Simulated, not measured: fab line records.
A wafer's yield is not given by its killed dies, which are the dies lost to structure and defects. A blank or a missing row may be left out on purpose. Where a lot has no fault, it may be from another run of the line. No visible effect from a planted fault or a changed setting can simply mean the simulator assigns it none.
fab line records    flow n5-finfet    part 2 of 2: steps 20 to 26 of 26
record lots=5  wafers=15  last-day=18
route steps=1938 shown BEOL_M0_SAQP@643
lots with no fault: from the same line, run without faults
start-h: hours from the record's opening day to when the first of the lot's shown wafers began    wait-h: hours from the lot's prior step to this one    " same as the row above    L1.1+2: a single row standing in for several wafers    - no value present, or no start provided    * or withheld: withheld    < > ~ a bound
route shown NAME@n: names a module that has steps shown in the file, with the first one's number in the route    usual: the fault-free wafers' mean and standard deviation    same: alike in all rows    chamber/n: place in a boat    sites: each site's reading    _std_site: how widely they spread, as a standard deviation    _edge_site: outer sites' mean less inner sites'    radius-mm: how far each site lies from the wafer's centre    mask NAME#n: copy n    behind: the last tool/chamber to shape the wafer    hold: why the lot was held/for how many hours/how that ended    device: names the non-switching transistor (n, p or np)    end of line: tests of these same wafers at the route's end    a step with no rows: only its recipe    killed: dies lost to structure and defects at the first sort, not the wafer's yield    map: a wafer's dies, marking killed ones x, the rest . and places with no die _
set.NAME: the setting that was run; set.NAME@STEP: the one run at that earlier step    model.NAME: the simulator's own value behind a step, which no gauge read
a table for each step, a row for each wafer; lots at some steps of the route
services: the hour from which a tool's chamber was out of use, counted from the record's first day as start-h (under 0 if before that day), plus the number of hours and why
## steps
# step N5_BEOL_M0_SAQP_RECESS_114
# recipe chemistry=HF/NH3  target=SiO2  target-depth-a=144  afs-cycles=3  temp-c=30  sublimation-temp-c=180  sublimation-time-s=60
# usual drypump-motor-current-A=6.1/0.43
# same afs-cycles=3
lot.wafer  tool           chamber  start-h  wait-h  drypump-motor-current-A
L080.1     vapor-etch-02  1        147.88   0.0     5.6
L080.3     "              0        "        "       6.4
L080.6     "              0        "        "       6.4
L082.1     vapor-etch-01  0        163.18   0.1     5.7
L082.4     "              1        "        "       6.6
L082.5     "              0        "        "       5.7
L090.1     vapor-etch-02  1        209.69   0.0     5.6
L090.2     "              0        "        "       6.4
L090.6     "              1        "        "       5.6
L092.1     vapor-etch-01  0        224.89   0.0     5.7
L092.2     "              1        "        "       6.6
L092.6     "              1        "        "       6.6
L097.3     vapor-etch-02  1        246.80   0.1     5.6
L097.5     "              0        "        "       6.4
L097.6     "              1        "        "       5.6
# step N5_BEOL_M0_SAQP_SPACER1_ALD_98
# recipe material=SiO2  target-thk-a=128  temp-c=300  ald-precursor-family=BDEAS  ald-co-reactant=O2-plasma  pulse-time-s=1  purge-time-s=2  co-reactant-purge-time-s=2  ald-cycles=138  pressure-torr=2
# usual heater-power-w=474/32  precursor-pulse-height-rel=0.999/0.02
# same co-reactant-purge-time-s=2
lot.wafer  tool        chamber  start-h  wait-h  heater-power-w  precursor-pulse-height-rel
L080.1     ald-sin-01  0        148.27   0.3     473             0.992
L080.3     "           1        "        "       475             1.010
L080.6     "           2        "        "       495             1.015
L082.1     ald-sin-01  1        163.56   0.3     479             1.016
L082.4     "           3        "        "       539             1.000
L082.5     "           2        "        "       514             0.981
L090.1     ald-sin-04  2        210.28   0.5     471             1.009
L090.2     "           3        "        "       512             1.003
L090.6     "           2        "        "       491             1.038
L092.1     ald-sin-03  0        225.33   0.3     474             0.964
L092.2     "           2        "        "       419             1.004
L092.6     "           0        "        "       483             1.002
L097.3     ald-sin-03  1        247.07   0.1     435             0.998
L097.5     "           0        "        "       487             0.999
L097.6     "           3        "        "       499             1.002
# step N5_BEOL_M0_SAQP_SPACER1_ETCHBACK_99
# recipe chemistry=CHF3/O2  mode=anisotropic-etchback  target=SiO2  target-depth-a=154  time-s=7.7  pressure-mtorr=30  source-w=650  bias-w=170  Ar_flow_sccm=200  CHF3_flow_sccm=50  O2_flow_sccm=5  ion-energy-ev=200
# usual drypump-motor-current-A=5.7/0.36  mfc-ar-sccm=199.9/0.59  oes-product-au=0.76/0.074  rf-vpp-V=519/9.8  showerhead-plenum-p-Torr=2.43/0.069  throttle-valve-pct=18.92/0.2
# same time-s=7.7
lot.wafer  tool         chamber  start-h  wait-h  drypump-motor-current-A  mfc-ar-sccm  oes-product-au  rf-hours-counter-h  rf-vpp-V  showerhead-plenum-p-Torr  throttle-valve-pct
L080.1     rie-diel-03  2        148.76   0.3     5.8                      199.8        0.69            239                 513       2.36                      19.02
L080.3     "            0        "        "       5.3                      200.1        0.79            130                 521       2.52                      18.84
L080.6     "            0        "        "       5.3                      199.5        0.79            -                   519       2.52                      18.84
L082.1     rie-diel-03  3        164.05   0.3     5.5                      199.9        0.75            185                 506       2.39                      18.95
L082.4     "            0        "        "       5.3                      199.9        0.78            134                 520       2.52                      18.87
L082.5     "            0        "        "       5.4                      200.5        0.78            -                   520       2.52                      18.85
L090.1     rie-diel-06  3        210.75   0.3     5.7                      199.2        0.71            233                 505       2.48                      19.12
L090.2     "            0        "        "       5.4                      199.1        0.85            62                  529       2.45                      18.78
L090.6     "            0        "        "       5.4                      199.6        0.86            -                   529       2.45                      18.76
L092.1     rie-diel-02  2        225.81   0.3     5.1                      200.5        0.73            165                 524       2.51                      19.22
L092.2     "            3        "        "       5.6                      199.3        0.70            237                 528       2.47                      18.81
L092.6     "            0        "        "       6.6                      199.4        0.68            -                   510       2.28                      19.06
L097.3     rie-diel-03  1        247.57   0.3     5.5                      199.3        0.99            1                   521       2.39                      18.71
L097.5     "            2        "        "       5.8                      200.1        0.95            -                   506       2.35                      18.66
L097.6     "            1        "        "       5.5                      199.2        0.98            -                   522       2.39                      18.73
# step N5_BEOL_M0_SAQP_MANDREL1_REMOVE_100
# recipe chemistry=HBr/Cl2/O2  bt-time-s=10  target=a-Si  stop-on=SiNx  endpoint=OES-SiCl  over-etch-frac=0.85  icp-w=600  bias-w=30  HBr_flow_sccm=150  Cl2_flow_sccm=80  O2_flow_sccm=5  pressure-mtorr=10
# usual drypump-motor-current-A=5.8/0.57  oes-product-au=1.000/0.014  throttle-valve-pct=36.7/0.37
lot.wafer  tool       chamber  start-h  wait-h  drypump-motor-current-A  oes-product-au  rf-hours-counter-h  throttle-valve-pct
L080.1     rie-si-03  3        148.85   0.1     5.7                      1.021           7                   37.4
L080.3     "          1        "        "       5.3                      1.009           188                 36.7
L080.6     "          1        "        "       5.3                      1.005           -                   36.7
L082.1     rie-si-03  3        164.13   0.1     5.7                      1.001           7                   37.4
L082.4     "          1        "        "       5.3                      1.012           189                 36.7
L082.5     "          0        "        "       6.7                      0.992           -                   36.4
L090.1     rie-si-03  3        210.87   0.1     5.8                      1.009           8                   37.4
L090.2     "          0        "        "       6.7                      0.994           85                  36.4
L090.6     "          2        "        "       6.3                      0.979           -                   36.8
L092.1     rie-si-04  2        225.90   0.1     4.7                      1.013           181                 36.4
L092.2     "          0        "        "       5.2                      0.997           11                  36.6
L092.6     "          3        "        "       5.5                      1.002           -                   36.6
L097.3     rie-si-05  2        247.66   0.1     6.4                      1.005           103                 36.7
L097.5     "          3        "        "       6.1                      1.004           -                   36.9
L097.6     "          2        "        "       6.3                      1.008           -                   36.7
# step N5_BEOL_M0_SAQP_CD_MEAS_25
# recipe target-cd-nm=13.1  landing-energy-ev=1000  detector=se-inlens
# usual cd-nm=12.75/0.22
# same landing-energy-ev=1000
lot.wafer  tool       chamber  start-h  wait-h  cd-nm
L080.1     cd-sem-02  0        148.96   0.1     12.75
L080.3     "          0        "        "       12.76
L080.6     "          0        "        "       12.71
L082.1     cd-sem-03  0        164.24   0.1     12.13
L082.4     "          0        "        "       12.61
L082.5     "          0        "        "       12.94
L090.1     cd-sem-02  0        210.98   0.1     12.69
L090.2     "          0        "        "       12.06
L090.6     "          0        "        "       13.11
L092.1     cd-sem-01  0        226.01   0.1     12.29
L092.2     "          0        "        "       12.90
L092.6     "          0        "        "       12.74
L097.3     cd-sem-01  0        247.77   0.1     13.11
L097.5     "          0        "        "       12.64
L097.6     "          0        "        "       13.02
# step N5_BEOL_M0_SAQP_ETCH_101
# recipe chemistry=CH3F/O2  target=SiNx  mask-material=SiO2  target-depth-a=299  time-s=42.7  pressure-mtorr=30  source-w=395  bias-w=73  Ar_flow_sccm=150  CH3F_flow_sccm=30  O2_flow_sccm=20  ion-energy-ev=120
# usual drypump-motor-current-A=5.7/0.35  mfc-ar-sccm=150.0/0.44  oes-product-au=0.74/0.055  rf-vpp-V=295/5.4  showerhead-plenum-p-Torr=2.02/0.06  throttle-valve-pct=16.44/0.18
# same time-s=42.7
lot.wafer  tool         chamber  start-h  wait-h  drypump-motor-current-A  mfc-ar-sccm  oes-product-au  rf-hours-counter-h  rf-vpp-V  showerhead-plenum-p-Torr  throttle-valve-pct
L080.1     rie-diel-06  3        149.00   0.0     5.7                      150.5        0.72            216                 287       2.06                      16.57
L080.3     "            0        "        "       5.4                      150.4        0.87            46                  301       2.04                      16.19
L080.6     "            0        "        "       5.4                      150.3        0.87            -                   301       2.04                      16.19
L082.1     rie-diel-03  3        164.28   0.0     5.6                      150.3        0.74            185                 288       1.98                      16.44
L082.4     "            0        "        "       5.3                      150.5        0.78            134                 296       2.10                      16.34
L082.5     "            3        "        "       5.5                      149.5        0.74            -                   288       1.98                      16.42
L090.1     rie-diel-03  1        211.26   0.3     5.6                      150.0        0.69            245                 295       1.98                      16.57
L090.2     "            0        "        "       5.3                      150.0        0.77            152                 295       2.09                      16.37
L090.6     "            1        "        "       5.5                      150.3        0.69            -                   296       1.98                      16.58
L092.1     rie-diel-06  2        226.05   0.0     6.1                      149.6        0.76            158                 300       2.08                      16.57
L092.2     "            0        "        "       5.4                      149.9        0.84            69                  300       2.03                      16.24
L092.6     "            0        "        "       5.4                      149.4        0.84            -                   300       2.03                      16.25
L097.3     rie-diel-02  0        247.81   0.0     6.5                      150.0        0.68            238                 288       1.88                      16.53
L097.5     "            0        "        "       6.6                      149.7        0.68            -                   289       1.88                      16.55
L097.6     "            3        "        "       5.6                      149.3        0.70            -                   301       2.05                      16.37
# step N5_BEOL_M0_SAQP_ETCH_102
# recipe chemistry=CF4  target=SiO2  target-depth-a=40  ion-energy-ev=350  time-s=4.4  pressure-mtorr=10  icp-w=800  bias-w=400  cf4-flow-sccm=80
# usual drypump-motor-current-A=5.6/0.52  oes-product-au=0.990/0.015  throttle-valve-pct=21.76/0.23
# same time-s=4.4
lot.wafer  tool       chamber  start-h  wait-h  drypump-motor-current-A  oes-product-au  rf-hours-counter-h  throttle-valve-pct
L080.1     rie-si-05  1        149.10   0.1     5.4                      0.980           49                  21.49
L080.3     "          3        "        "       6.1                      0.989           65                  22.04
L080.6     "          3        "        "       6.1                      0.983           -                   22.03
L082.1     rie-si-05  2        164.39   0.1     6.3                      0.987           101                 21.86
L082.4     "          2        "        "       6.3                      0.990           -                   21.86
L082.5     "          3        "        "       6.1                      0.983           -                   22.04
L090.1     rie-si-05  1        211.37   0.1     5.3                      0.997           50                  21.51
L090.2     "          2        "        "       6.4                      0.983           102                 21.86
L090.6     "          2        "        "       6.4                      0.988           -                   21.85
L092.1     rie-si-05  0        226.15   0.1     5.8                      0.972           11                  22.03
L092.2     "          2        "        "       6.3                      0.994           102                 21.86
L092.6     "          0        "        "       5.9                      0.960           -                   22.03
L097.3     rie-si-04  2        247.92   0.1     4.7                      1.020           181                 21.71
L097.5     "          3        "        "       5.5                      0.995           -                   21.60
L097.6     "          2        "        "       4.8                      1.013           -                   21.72
## services
tool             chamber  start-h  hours  kind
rie-si-04        -        124.91   0.7    repair
arfi-scanner-02  -        137.34   8.9    repair
arfi-scanner-02  -        146.29   1.3    pm
arfi-scanner-01  -        147.15   2.7    repair
rie-si-05        1        156.92   9.0    repair
arfi-scanner-03  -        157.85   4.6    repair
rie-si-04        2        157.94   10.1   repair
arfi-scanner-03  -        162.48   120.0  pm
ald-sin-01       -        168.65   6.0    pm
rie-si-03        -        173.36   0.3    repair
rie-si-03        -        175.49   4.5    repair
ald-sin-01       -        177.39   14.0   pm
arfi-scanner-01  -        179.61   0.8    pm
ald-sin-03       -        179.88   2.8    pm
rie-diel-03      2        185.59   -      clean
rie-diel-03      2        185.59   -      consumable-replace:esc
rie-si-05        2        189.16   4.0    repair
arfi-scanner-01  -        190.14   1.3    pm
arfi-scanner-01  -        191.44   1.0    pm
rie-diel-06      2        205.55   5.7    repair
vapor-etch-02    -        212.88   0.3    repair
arfi-scanner-01  -        214.62   3.1    pm
vapor-etch-02    -        216.02   2.8    pm
arfi-scanner-02  -        243.32   3.9    pm
